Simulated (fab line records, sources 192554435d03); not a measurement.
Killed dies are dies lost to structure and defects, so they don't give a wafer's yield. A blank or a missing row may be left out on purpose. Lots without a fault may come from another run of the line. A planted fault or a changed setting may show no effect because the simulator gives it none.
fab line records | flow n5_finfet | part 2 of 2: steps 5 to 6 of 6
record lots=22 wafers=66 last_day=18
route steps=1938 shown BEOL_M8@1365 BEOL_M10@1487
lots that met no fault: from a run of the same line without faults
start_h: hours from the record's first day to the start of the lot's first wafer shown | wait_h: hours since the lot's step before | " the same as in the row above | L1.1+2: a row that stands for several wafers | - no value, or no start given | * or withheld: withheld | < > ~ a bound
route shown NAME@n: a module of which the file shows steps, and the number in the route of the first | usual: mean/standard deviation of fault-free wafers | same: alike in all rows | chamber/n: place in a boat | sites: the reading at each site | _std_site: their standard deviation | _edge_site: outer sites' mean less inner sites' | radius_mm: how far each site lies from the wafer's centre | mask NAME#n: copy n | behind: the tool/chamber that last shaped the wafer | hold: why the lot was held/for how many hours/how that ended | device: the transistor (n, p or np) that didn't switch | end of line: the same wafers' tests at the end of the route | a step without rows: its recipe alone | killed: dies lost to structure and defects at the first sort, not the wafer's yield | map: a wafer's dies, x killed, . not, _ none there
set.NAME: the setting as run; set.NAME@STEP: as run at that earlier step | model.NAME: the simulator's own value behind a step, which no gauge read
steps of the route over a sample of lots; a table a step, a row a wafer
services: from which hour (start_h, from the record's first day; less than 0 if before it) a tool's chamber was out of use, for how many hours, and why
## steps
# step N5_BEOL_M10_INSPECT_30
# recipe mode=adi inspect_instrument=brightfield
# usual raw_defect_count=398/84
# columns lot.wafer tool chamber start_h wait_h raw_defect_count
L074.2 defect_inspect-02 - 227.93 0.0 316
L074.3 " - " " 729
L074.5 " - " " 597
L075.1 defect_inspect-02 - 232.32 0.0 452
L075.5 " - " " 283
L075.6 " - " " 388
L076.1 defect_inspect-02 - 232.51 0.0 413
L076.3 " - " " 377
L076.5 " - " " 409
L077.2 defect_inspect-01 - 238.04 0.0 389
L077.5 " - " " 484
L077.6 " - " " 411
L078.3 defect_inspect-02 - 250.55 0.0 414
L078.5 " - " " 335
L078.6 " - " " 348
L079.2 defect_inspect-01 - 256.93 0.0 506
L079.5 " - " " 506
L079.6 " - " " 434
L081.1 defect_inspect-02 - 267.95 0.0 410
L081.4 " - " " 342
L081.6 " - " " 432
L082.1 defect_inspect-02 - 275.39 0.0 416
L082.2 " - " " 379
L082.5 " - " " 342
L083.2 defect_inspect-02 - 285.09 0.0 500
L083.5 " - " " 583
L083.6 " - " " 470
L084.1 defect_inspect-02 - 293.33 0.0 544
L084.5 " - " " 421
L084.6 " - " " 388
L085.2 defect_inspect-01 - 293.50 0.0 344
L085.3 " - " " 448
L085.5 " - " " 342
L086.1 defect_inspect-01 - 303.97 0.0 334
L086.5 " - " " 359
L086.6 " - " " 429
L087.2 defect_inspect-02 - 306.77 0.0 302
L087.3 " - " " 314
L087.5 " - " " 203
L089.1 defect_inspect-02 - 319.05 0.0 277
L089.2 " - " " 422
L089.5 " - " " 281
L091.1 defect_inspect-01 - 324.25 0.0 383
L091.2 " - " " 332
L091.5 " - " " 433
L090.1 defect_inspect-01 - 324.42 0.0 371
L090.3 " - " " 423
L090.4 " - " " 403
L088.1 defect_inspect-01 - 335.78 0.0 374
L088.3 " - " " 431
L088.5 " - " " 408
L092.1 defect_inspect-02 - 339.81 0.0 458
L092.2 " - " " 242
L092.3 " - " " 361
L094.2 defect_inspect-02 - 357.59 0.0 517
L094.4 " - " " 518
L094.5 " - " " 558
L093.1 defect_inspect-02 - 368.91 0.0 379
L093.4 " - " " 399
L093.5 " - " " 362
L096.2 defect_inspect-02 - 373.53 0.0 554
L096.3 " - " " 463
L096.6 " - " " 422
L097.1 defect_inspect-02 - 392.49 0.0 443
L097.5 " - " " 297
L097.6 " - " " 371
# step N5_BEOL_M10_ETCH_66
# recipe chemistry=N2/H2 target=SOC target_depth_a=1200 overetch_a=240 mask_material=SiARC temp_c=40 time_s=180 ion_energy_ev=200 pressure_mtorr=30 source_w=840 bias_w=150 n2_flow_sccm=200 h2_flow_sccm=200
# usual bias_w=150.0/0.5 drypump_motor_current_A=5.7/0.52 oes_product_au=0.66/0.066 rf_vpp_V=524/3 showerhead_plenum_p_Torr=2.54/0.11 temp_c=39.98/0.12 throttle_valve_pct=17.76/0.22
# columns lot.wafer tool chamber start_h wait_h bias_w drypump_motor_current_A oes_product_au rf_hours_counter_h rf_vpp_V showerhead_plenum_p_Torr temp_c throttle_valve_pct
L074.2 rie_diel-02 0 228.05 0.0 150.4 5.6 0.58 204 521 2.42 40.09 18.01
L074.3 " 2 " " 149.9 5.4 0.75 25 529 2.71 40.04 17.73
L074.5 " 3 " " 149.8 6.6 0.55 - 519 2.43 39.89 17.85
L075.1 rie_diel-01 3 232.44 0.0 150.3 6.1 0.71 33 522 2.49 40.04 17.74
L075.5 " 3 " " 150.8 6.1 0.71 - 522 2.49 39.87 17.72
L075.6 " 1 " " 150.1 6.7 0.73 - 522 2.49 39.90 17.84
L076.1 rie_diel-02 3 232.63 0.0 150.4 6.6 0.55 229 521 2.43 40.25 17.87
L076.3 " 0 " " 149.7 5.6 0.57 206 520 2.42 39.87 18.02
L076.5 " 3 " " 149.9 6.6 0.55 - 522 2.43 40.05 17.87
L077.2 rie_diel-01 0 238.16 0.0 150.5 6.0 0.63 140 525 2.54 39.87 17.76
L077.5 " 2 " " 149.6 5.1 0.75 - 521 2.49 40.06 17.37
L077.6 " 3 " " 149.7 6.1 0.70 - 521 2.49 39.91 17.75
L078.3 rie_diel-06 0 250.67 0.0 148.6 5.5 0.74 28 529 2.71 39.97 17.74
L078.5 " 3 " " 148.8 5.3 0.70 - 523 2.49 39.71 17.47
L078.6 " 2 " " 150.7 5.5 0.66 - 525 2.57 39.97 18.05
L079.2 rie_diel-02 2 257.34 0.0 148.8 5.4 0.72 37 530 2.71 39.88 17.74
L079.5 " 3 " " 150.7 6.5 0.54 - 522 2.42 40.15 17.89
L079.6 " 0 " " 149.8 5.6 0.57 - 519 2.41 40.11 18.04
L081.1 rie_diel-02 0 268.11 0.0 150.4 5.6 0.57 218 521 2.41 40.15 18.05
L081.4 " 3 " " 150.0 6.5 0.54 243 520 2.42 40.08 17.88
L081.6 " 1 " " 150.3 5.4 0.77 - 530 2.70 40.15 17.42
L082.1 rie_diel-06 1 275.51 0.0 149.1 4.9 0.63 154 522 2.54 39.98 17.63
L082.2 " 3 " " 150.3 5.3 0.69 49 524 2.48 39.95 17.48
L082.5 " 1 " " 149.0 4.9 0.62 - 525 2.54 39.99 17.62
L083.2 rie_diel-02 3 285.78 0.0 149.7 6.5 0.53 250 521 2.42 40.15 17.90
L083.5 " 2 " " 151.5 5.4 0.71 - 529 2.70 40.02 17.76
L083.6 " 3 " " 149.8 6.5 0.54 - 521 2.42 40.08 17.92
L084.1 rie_diel-02 2 293.45 0.0 150.1 5.4 0.70 50 527 2.70 40.00 17.76
L084.5 " 2 " " 149.8 5.5 0.70 - 529 2.70 39.82 17.76
L084.6 " 0 " " 149.8 5.6 0.56 - 521 2.41 39.85 18.06
L085.2 rie_diel-02 2 293.92 0.0 149.9 5.4 0.71 51 529 2.70 39.85 17.77
L085.3 " 0 " " 150.5 5.6 0.57 228 521 2.41 40.12 18.08
L085.5 " 1 " " 149.4 5.4 0.76 - 529 2.69 39.88 17.44
L086.1 rie_diel-01 1 304.09 0.0 149.4 6.7 0.69 50 523 2.48 40.12 17.89
L086.5 " 1 " " 149.6 6.7 0.69 - 523 2.47 39.97 17.89
L086.6 " 0 " " 149.9 6.0 0.61 - 525 2.53 40.07 17.81
L087.2 rie_diel-01 2 307.58 0.0 150.0 5.2 0.71 46 522 2.48 40.08 17.41
L087.3 " 1 " " 150.0 6.8 0.68 52 520 2.47 39.94 17.89
L087.5 " 1 " " 150.5 6.7 0.70 - 521 2.47 39.96 17.89
L089.1 rie_diel-06 0 319.17 0.0 148.8 5.5 0.70 51 528 2.70 39.83 17.80
L089.2 " 1 " " 149.1 4.9 0.62 168 523 2.53 40.28 17.66
L089.5 " 2 " " 150.2 5.5 0.65 - 523 2.56 40.01 18.07
L091.1 rie_diel-06 3 324.37 0.0 149.2 5.3 0.67 67 523 2.47 39.99 17.51
L091.2 " 1 " " 150.7 4.9 0.61 170 524 2.53 40.02 17.63
L091.5 " 2 " " 150.2 5.5 0.64 - 524 2.56 40.05 18.09
L090.1 rie_diel-02 3 324.84 0.0 150.4 6.5 0.78 2 528 2.74 40.02 17.46
L090.3 " 0 " " 150.5 5.6 0.56 241 520 2.40 39.88 18.09
L090.4 " 2 " " 150.0 5.4 0.69 65 527 2.69 40.02 17.80
L088.1 rie_diel-06 2 335.90 0.0 150.1 5.5 0.64 109 524 2.56 39.92 18.09
L088.3 " 1 " " 150.2 4.9 0.62 173 523 2.53 39.91 17.65
L088.5 " 0 " " 150.5 5.5 0.70 - 528 2.70 39.89 17.81
L092.1 rie_diel-01 1 339.93 0.0 149.6 6.7 0.68 64 522 2.47 40.25 17.92
L092.2 " 3 " " 150.2 6.1 0.66 72 523 2.47 40.02 17.80
L092.3 " 0 " " 151.2 6.0 0.60 177 524 2.52 39.97 17.85
L094.2 rie_diel-06 3 357.71 0.0 150.1 5.3 0.66 78 523 2.47 40.02 17.50
L094.4 " 1 " " 149.7 5.0 0.61 180 523 2.53 39.82 17.67
L094.5 " 0 " " 150.2 5.5 0.69 - 528 2.69 39.95 17.81
L093.1 rie_diel-02 3 369.03 0.0 150.0 6.5 0.75 18 528 2.73 39.90 17.48
L093.4 " 2 " " 150.2 5.4 0.67 80 528 2.69 39.92 17.82
L093.5 " 0 " " 150.9 5.6 0.78 - 528 2.72 39.83 17.70
L096.2 rie_diel-06 2 374.10 0.0 149.7 5.5 0.63 122 524 2.56 39.98 18.12
L096.3 " 3 " " 150.6 5.3 0.66 85 522 2.47 40.00 17.52
L096.6 " 3 " " 150.3 5.3 0.66 - 523 2.47 39.96 17.53
L097.1 rie_diel-01 0 392.61 0.0 150.8 6.0 0.58 194 522 2.51 39.96 17.87
L097.5 " 0 " " 150.3 6.0 0.59 - 523 2.51 39.96 17.85
L097.6 " 3 " " 151.1 6.1 0.65 - 522 2.47 39.69 17.84
## services
# columns tool chamber start_h hours kind
cmp-04 - 188.59 1.0 repair
rie_metal-03 0 196.03 8.7 repair
cmp-04 - 197.14 0.6 repair
cmp-01 - 209.41 4.0 pm
rie_diel-02 1 209.60 1.2 repair
rie_diel-06 2 212.80 6.6 repair
rie_diel-02 1 219.98 - clean
cmp-02 - 231.37 0.9 repair
rie_diel-01 0 231.78 6.0 repair
cmp-04 - 235.74 4.0 pm
rie_metal-03 0 260.76 36.1 repair
rie_diel-02 0 262.90 4.5 repair
cmp-01 - 291.99 1.7 repair
rie_metal-02 1 294.58 2.0 repair
rie_metal-02 - 299.12 14.6 pm
rie_diel-06 0 323.70 2.2 repair
rie_metal-02 1 325.37 6.3 repair
cmp-02 - 337.85 1.1 repair
cmp-01 - 340.13 7.8 pm
cmp-02 - 344.61 0.6 repair
cmp-04 - 346.63 0.8 repair
rie_metal-01 - 365.07 14.6 pm
cmp-01 - 372.76 4.5 pm
cmp-01 - 377.37 10.4 pm
